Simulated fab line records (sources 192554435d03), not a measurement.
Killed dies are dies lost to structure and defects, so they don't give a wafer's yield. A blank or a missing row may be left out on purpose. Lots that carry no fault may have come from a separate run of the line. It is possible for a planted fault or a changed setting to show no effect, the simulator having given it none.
Which tool did it?	flow n5 finfet	24 lots, 72 wafers sampled, at 3 steps of a route of 1938

WHAT THE GAUGES READ, wafer by wafer
N5_BEOL_M12_OVL_MEAS_29.
lot	measured	on	M12_OVL (nm)
L074	day 9 22:54	overlay-02	-13 -2 -10
L075	day 10 16:17	overlay-01	-7 -5 1
L077	day 11 04:31	overlay-01	-4 -3 0
L076	day 11 04:50	overlay-02	-4 -8 -5
L078	day 11 20:48	overlay-01	0 5 3
L080	day 11 21:05	overlay-02	4 -13 -4
L079	day 11 22:23	overlay-01	-4 -6 -3
L081	day 12 00:36	overlay-01	-10 -9 -8
L082	day 12 20:27	overlay-02	3 -2 -2
L083	day 13 02:27	overlay-01	-7 -14 -4
L084	day 13 04:31	overlay-02	3 -2 6
L085	day 13 07:45	overlay-02	-4 -11 -1
L086	day 13 09:07	overlay-01	-3 -6 1
L087	day 13 13:11	overlay-02	-8 -1 -1
L088	day 14 07:20	overlay-02	0 -1 -2
L089	day 14 08:52	overlay-01	-3 -3 -4
L090	day 14 15:23	overlay-01	-8 -8 -9
L091	day 15 06:25	overlay-01	6 6 4
L092	day 15 14:40	overlay-01	6 2 2
L095	day 15 23:31	overlay-01	-1 -5 -3
L097	day 15 23:50	overlay-02	-4 -10 -6
L094	day 16 04:53	overlay-01	-7 -6 -9
L093	day 16 05:35	overlay-01	7 1 -3
L096	day 16 18:50	overlay-01	8 6 6

TOOL THAT RAN EACH LOT (tool first, then ch and the chambers of the sampled wafers, then the start)
lot	N5_BEOL_M11_ETCH_41	N5_BEOL_M11_PRE_CLEAN_45
L074	rie diel-06 ch 0,2,3, day 9 18:29 or earlier	pvd sputter-03, day 9 18:29
L075	rie diel-01 ch 1,2, day 10 12:38 or earlier	pvd sputter-01, day 10 12:38
L077	rie diel-06 ch 0,3, day 11 00:23 or earlier	pvd sputter-01, day 11 00:23
L076	rie diel-06 ch 1,2, day 11 01:43 or earlier	pvd sputter-02, day 11 01:43
L078	rie diel-06 ch 0,1, day 11 17:18 or earlier	pvd sputter-03, day 11 17:18
L080	rie diel-01 ch 0,2,3, day 11 17:33 or earlier	pvd sputter-03, day 11 17:33
L079	rie diel-01 ch 0,3, day 11 17:44 or earlier	pvd sputter-01, day 11 17:44
L081	rie diel-02 ch 0,1,3, day 11 20:37 or earlier	pvd sputter-01, day 11 20:37
L082	rie diel-02 ch 0,1,3, day 12 15:36 or earlier	pvd sputter-03, day 12 15:36
L083	rie diel-01 ch 0,1, day 12 23:08 or earlier	pvd sputter-03, day 12 23:08
L084	rie diel-02 ch 1,2,3, day 13 01:35 or earlier	pvd sputter-02, day 13 01:35
L085	rie diel-02 ch 1,2,3, day 13 04:33 or earlier	pvd sputter-01, day 13 04:33
L086	rie diel-02 ch 1,3, day 13 05:38 or earlier	pvd sputter-02, day 13 05:38
L087	rie diel-01 ch 1,2,3, day 13 06:09 or earlier	pvd sputter-03, day 13 06:09
L088	rie diel-02 ch 2,3, day 14 04:11 or earlier	pvd sputter-03, day 14 04:11
L089	rie diel-02 ch 1,3, day 14 05:37 or earlier	pvd sputter-01, day 14 05:37
L090	rie diel-06 ch 0,3, day 14 11:35 or earlier	pvd sputter-02, day 14 11:35
L091	rie diel-01 ch 0,1,2, day 15 03:08 or earlier	pvd sputter-02, day 15 03:08
L092	rie diel-06 ch 1,2,3, day 15 11:37 or earlier	pvd sputter-03, day 15 11:37
L095	rie diel-02 ch 0,1,3, day 15 20:16 or earlier	pvd sputter-02, day 15 20:16
L097	rie diel-01 ch 1,3, day 15 20:35 or earlier	pvd sputter-02, day 15 20:35
L094	rie diel-01 ch 2,3, day 16 01:05 or earlier	pvd sputter-03, day 16 01:05
L093	rie diel-02 ch 0,2,3, day 16 01:05 or earlier	pvd sputter-02, day 16 01:05
L096	rie diel-06 ch 1,2,3, day 16 13:42 or earlier	pvd sputter-01, day 16 13:42
- N5_BEOL_M11_ETCH_41: etches SiCN in CH3F/O2, target depth 42.6 nm, time 86 s.
- N5_BEOL_M11_PRE_CLEAN_45: time 30 s.

AS READ BY THE TOOLS THEMSELVES (means over the sampled wafers that have a number; for cases with no such wafer, the mark the record gives instead)
N5_BEOL_M11_ETCH_41.
lot	tool	drypump motor current A (A)	oes product au (a.u.)	rf vpp V (V)	showerhead plenum p Torr (Torr)	throttle valve pct (%)
L074	rie diel-06	5.8	0.82	297.5	1.96	16.08
L075	rie diel-01	5.5	0.76	296.6	1.92	16.05
L077	rie diel-06	5.8	0.88	295.7	1.95	16.05
L076	rie diel-06	6.3	0.79	298.9	2.06	16.27
L078	rie diel-06	6.1	0.87	297.6	2.00	16.12
L080	rie diel-01	5.1	0.77	296.9	1.98	16.26
L079	rie diel-01	5.0	0.78	296.3	1.97	16.26
L081	rie diel-02	5.8	0.76	297.0	1.99	16.35
L082	rie diel-02	5.9	0.76	297.5	1.99	16.37
L083	rie diel-01	5.8	0.72	295.7	1.96	16.25
L084	rie diel-02	5.9	0.81	296.8	1.99	16.29
L085	rie diel-02	5.9	0.82	297.1	1.99	16.30
L086	rie diel-02	5.9	0.82	296.9	1.99	16.30
L087	rie diel-01	5.1	0.76	296.5	1.92	16.11
L088	rie diel-02	5.7	0.73	297.9	2.01	16.37
L089	rie diel-02	5.9	0.80	296.9	1.99	16.31
L090	rie diel-06	5.8	0.85	296.3	1.95	16.09
L091	rie diel-01	5.5	0.73	296.6	1.97	16.28
L092	rie diel-06	6.0	0.85	298.2	2.00	16.07
L095	rie diel-02	5.8	0.92	296.7	1.99	16.09
L097	rie diel-01	5.1	0.74	295.9	1.91	16.15
L094	rie diel-01	4.8	0.76	295.4	1.92	16.15
L093	rie diel-02	5.8	0.93	296.9	1.98	16.09
L096	rie diel-06	6.0	0.84	297.4	2.00	16.08

N5_BEOL_M11_PRE_CLEAN_45.
lot	tool	heater power w (W)	susceptor temp C (C)
L074	pvd sputter-03	336	250.00
L075	pvd sputter-01	346	250.15
L077	pvd sputter-01	336	249.90
L076	pvd sputter-02	379	249.89
L078	pvd sputter-03	342	249.91
L080	pvd sputter-03	349	250.14
L079	pvd sputter-01	353	250.12
L081	pvd sputter-01	346	250.01
L082	pvd sputter-03	347	249.99
L083	pvd sputter-03	335	250.06
L084	pvd sputter-02	338	249.92
L085	pvd sputter-01	346	250.20
L086	pvd sputter-02	342	249.98
L087	pvd sputter-03	339	249.91
L088	pvd sputter-03	335	249.95
L089	pvd sputter-01	347	250.01
L090	pvd sputter-02	369	249.96
L091	pvd sputter-02	364	249.99
L092	pvd sputter-03	339	250.04
L095	pvd sputter-02	393	250.08
L097	pvd sputter-02	343	249.87
L094	pvd sputter-03	347	249.94
L093	pvd sputter-02	331	250.01
L096	pvd sputter-01	338	250.23

THE ANSWER, worked out from the rows above alone
Rule: the usual values come from the lots themselves. The widest of any qualifying gaps counts: lots, ordered by their means at a reading, are off when they make up no more than a third of the lots, leave a main group of 4 or more, and stand apart from it by 3 or more times the standard deviation of that group's means. A main group whose means are all the same, to the digits that the tables above print for the reading, isn't used. A lot without any number at a reading at which 4 lots or more have one is off too. Any other lot the step has rows for is counted as sound. After the gauges, taken in route order, come the tools' own readings; for these a lot's mean is taken, as printed above. The first step at which some lot is off is used, and at that step the reading that is off furthest; a lot without a number counts as furthest.
No lot is off on any of the readings shown, so nothing can be concluded from this.

WHAT THE SIMULATOR HAD INSERTED
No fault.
